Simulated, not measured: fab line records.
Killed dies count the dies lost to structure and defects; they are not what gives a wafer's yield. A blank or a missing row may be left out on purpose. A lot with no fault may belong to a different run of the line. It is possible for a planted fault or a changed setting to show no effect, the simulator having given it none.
fab line records ; flow nand_harc
record lots=6; wafers=18; last_day=32
route steps=1302 shown A_BLC@1133 A_M0@1137
lots that met no fault: from a run of the same line without faults
start_h: hours from the record's first day to the start of the lot's first wafer shown ; wait_h: hours elapsed since this lot's preceding step ; " as in the row above ; L1.1+2: one row covering several wafers at once ; - either no value or no given start ; * or withheld: withheld ; < > ~ a bound
route shown NAME@n: a module of which the file shows steps, and the number in the route of the first ; usual: average and standard deviation across the fault-free wafers ; same: alike in all rows ; chamber/n: place in a boat ; sites: the reading at each site ; _std_site: standard deviation across them ; _edge_site: inner sites' mean taken away from outer sites' mean ; radius_mm: for every site, how far away it sits from the centre of the wafer ; mask NAME#n: copy n ; behind: the last tool/chamber to shape the wafer ; hold: why the lot was held/for how many hours/how that ended ; device: names the non-switching transistor (n, p or np) ; end of line: tests of these same wafers at the route's end ; a step given without rows: its recipe and nothing more ; killed: dies that structure and defects cost at the first sort, which is not the same as the wafer's yield ; map: shows each die of a wafer: x if killed, . if not, _ if none is there
set.NAME: setting as actually run; set.NAME@STEP: the setting as run at that earlier step ; model.NAME: the simulator's own value behind a step, which no gauge read
a table for each step, a row for each wafer; lots at some steps of the route
services: the hour from which a tool's chamber was out of use, counted from the record's first day as start_h (under 0 if before that day), plus the number of hours and why
## steps
# step NHARC_A_BLC_CMP_25
# recipe t_overpolish_s=30; target_thk_nm=150
# usual motor_current_A=12.3/1.2; overpolish_run_s=29.999/0.0091; time_to_endpoint_s=29.9/2.7
lot.wafer;tool;chamber;start_h;wait_h;motor_current_A;overpolish_run_s;time_to_endpoint_s
L735.3;cmp-02;1;539.82;0.3;13.4;29.994;29.5
L735.1;cmp-02;2;539.82;0.3;12.3;29.996;27.5
L735.6;cmp-02;1;539.82;0.3;13.9;30.005;28.5
L741.4;cmp-01;3;622.01;0.3;11.1;30.018;29.8
L741.6;cmp-01;1;622.01;0.3;12.0;29.999;35.8
L741.5;cmp-01;2;622.01;0.3;14.0;29.994;34.8
L742.2;cmp-04;2;622.96;0.5;13.0;29.990;29.8
L742.4;cmp-04;0;622.96;0.5;9.6;30.001;28.9
L742.6;cmp-04;2;622.96;0.5;12.5;29.996;29.7
L750.1;cmp-01;3;701.01;0.5;10.5;30.011;27.5
L750.4;cmp-01;0;701.01;0.5;13.6;30.001;31.1
L750.5;cmp-01;3;701.01;0.5;10.6;30.006;27.8
L752.1;cmp-01;2;721.70;0.4;14.0;29.998;33.0
L752.2;cmp-01;3;721.70;0.4;10.7;29.995;30.3
L752.5;cmp-01;3;721.70;0.4;10.5;29.995;28.6
L753.3;cmp-04;0;735.44;0.2;11.0;29.996;26.7
L753.1;cmp-04;1;735.44;0.2;10.5;29.992;24.9
L753.5;cmp-04;0;735.44;0.2;11.1;30.002;27.3
# step NHARC_A_BLC_SRD_27
# step NHARC_A_BLC_INSPECT_28
# usual raw_defect_count=524/140
lot.wafer;tool;chamber;start_h;wait_h;raw_defect_count
L735.1;defect_inspect-01;-;540.21;0.1;939
L735.3;defect_inspect-01;-;540.21;0.1;824
L735.6;defect_inspect-01;-;540.21;0.1;693
L741.4;defect_inspect-02;-;622.37;0.1;488
L741.5;defect_inspect-02;-;622.37;0.1;581
L741.6;defect_inspect-02;-;622.37;0.1;525
L742.2;defect_inspect-02;-;623.34;0.1;517
L742.4;defect_inspect-02;-;623.34;0.1;805
L742.6;defect_inspect-02;-;623.34;0.1;603
L750.1;defect_inspect-01;-;701.42;0.1;333
L750.4;defect_inspect-01;-;701.42;0.1;396
L750.5;defect_inspect-01;-;701.42;0.1;450
L752.1;defect_inspect-01;-;722.11;0.1;379
L752.2;defect_inspect-01;-;722.11;0.1;516
L752.5;defect_inspect-01;-;722.11;0.1;482
L753.1;defect_inspect-01;-;735.84;0.1;443
L753.3;defect_inspect-01;-;735.84;0.1;614
L753.5;defect_inspect-01;-;735.84;0.1;540
# step NHARC_A_M0_DEP_00
# recipe target_thk_a=1500; target_thk_nm=150; temp_c=withheld; pressure_torr=5; flow_sccm=200; rf_w=600; material=SiOC
# step NHARC_A_M0_DEHYDRATE_01
# recipe temp_c=150; time_s=120
# step NHARC_A_M0_HMDS_02
# recipe time_s=30
# step NHARC_A_M0_COAT_33
# recipe temp_c=200; time_s=65
# step NHARC_A_M0_COAT_03
# recipe spin_rpm=1500; resist_thk_nm=90
# step NHARC_A_M0_SOFTBAKE_04
# recipe temp_c=105; time_s=55
# step NHARC_A_M0_EBR_05
# step NHARC_A_M0_EXPOSE_06
# recipe na=1.35; target_cd_nm=80; dose_mj=83.25; mask_id=A_M0
# step NHARC_A_M0_PEB_07
# recipe peb_temp_c=100; peb_time_s=65
# usual heater_power_total_W=156.7/0.41; plate_temp_C=100.00/0.11
lot.wafer;tool;chamber;start_h;wait_h;heater_power_total_W;plate_temp_C
L735.1;litho_track-01;0;540.91;0.1;156.7;100.01
L735.3;litho_track-01;0;540.91;0.1;157.2;100.03
L735.6;litho_track-01;0;540.91;0.1;157.1;99.98
L741.4;litho_track-01;0;623.19;0.0;137.9;90.95
L741.5;litho_track-01;0;623.19;0.0;137.9;90.94
L741.6;litho_track-01;0;623.19;0.0;136.8;91.01
L742.2;litho_track-01;0;624.15;0.1;137.8;90.93
L742.4;litho_track-01;0;624.15;0.1;137.1;90.92
L742.6;litho_track-01;0;624.15;0.1;137.4;90.92
L750.1;litho_track-04;0;702.12;0.1;156.6;100.06
L750.4;litho_track-04;0;702.12;0.1;156.5;100.26
L750.5;litho_track-04;0;702.12;0.1;156.5;100.12
L752.1;litho_track-04;0;722.80;0.1;156.3;100.17
L752.2;litho_track-04;0;722.80;0.1;156.2;100.06
L752.5;litho_track-04;0;722.80;0.1;157.1;100.04
L753.1;litho_track-06;0;736.66;0.1;157.0;100.02
L753.3;litho_track-06;0;736.66;0.1;157.1;99.82
L753.5;litho_track-06;0;736.66;0.1;156.4;99.94
# step NHARC_A_M0_DEVELOP_08
# recipe develop_time_s=35; dev_temp_c=23
## services
tool;chamber;start_h;hours;kind
cmp-01;-;515.90;1.7;repair
cmp-01;-;528.11;1.0;repair
litho_track-06;-;529.00;7.0;pm
cmp-02;-;542.38;4.0;pm
litho_track-04;-;553.00;7.0;pm
cmp-04;-;571.21;1.9;repair
cmp-02;-;577.55;2.4;repair
cmp-01;-;579.10;4.0;pm
cmp-01;-;583.10;-;consumable_replace:conditioner
cmp-01;-;583.10;-;consumable_replace:pad
cmp-04;-;604.06;4.0;pm
cmp-01;-;606.66;0.7;repair
cmp-04;-;623.56;0.8;repair
cmp-01;-;625.58;0.6;repair
cmp-02;-;640.38;4.0;pm
cmp-01;-;653.62;1.1;repair
cmp-01;-;677.02;0.3;repair
litho_track-01;-;680.00;7.0;pm
cmp-01;-;681.29;-;consumable_replace:conditioner
cmp-04;-;702.06;4.0;pm
litho_track-06;-;704.00;7.0;pm
cmp-01;-;705.74;2.6;repair
litho_track-04;-;728.00;7.0;pm
cmp-04;-;733.20;2.0;repair
## key
first_sign step=NHARC_A_M0_PEB_07; reading=plate_temp_C; direction=down; sigmas=81; usual=*; struck=*
effect step=NHARC_A_M0_PEB_07; reading=heater_power_total_W; direction=down; sigmas=47; usual=*; struck=*
met_at NHARC_A_M0_PEB_07
struck_wafers L741.4,L741.5,L741.6,L742.2,L742.4,L742.6
later_rows_left_out L741.4,L741.5,L741.6,L742.2,L742.4,L742.6
sort_left_out L741.4,L741.5,L741.6,L742.2,L742.4,L742.6
onset_between 540.91 623.19
fault kind=process_parameter_drift; tool=litho_track-01; chamber=-; onset_h=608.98; steps=NHARC_A_M0_PEB_07; channel=peb_temp_c; offset=*; shape=step; end_h=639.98; acts_in=*; stated=*
# sort_left_out: the simulated sort isn't trusted on such a fault, so these wafers' sort isn't shown, and their yield isn't known
# later_rows_left_out: the simulator's readings of these wafers behind a module that went badly wrong aren't trusted and aren't shown, but for the sort
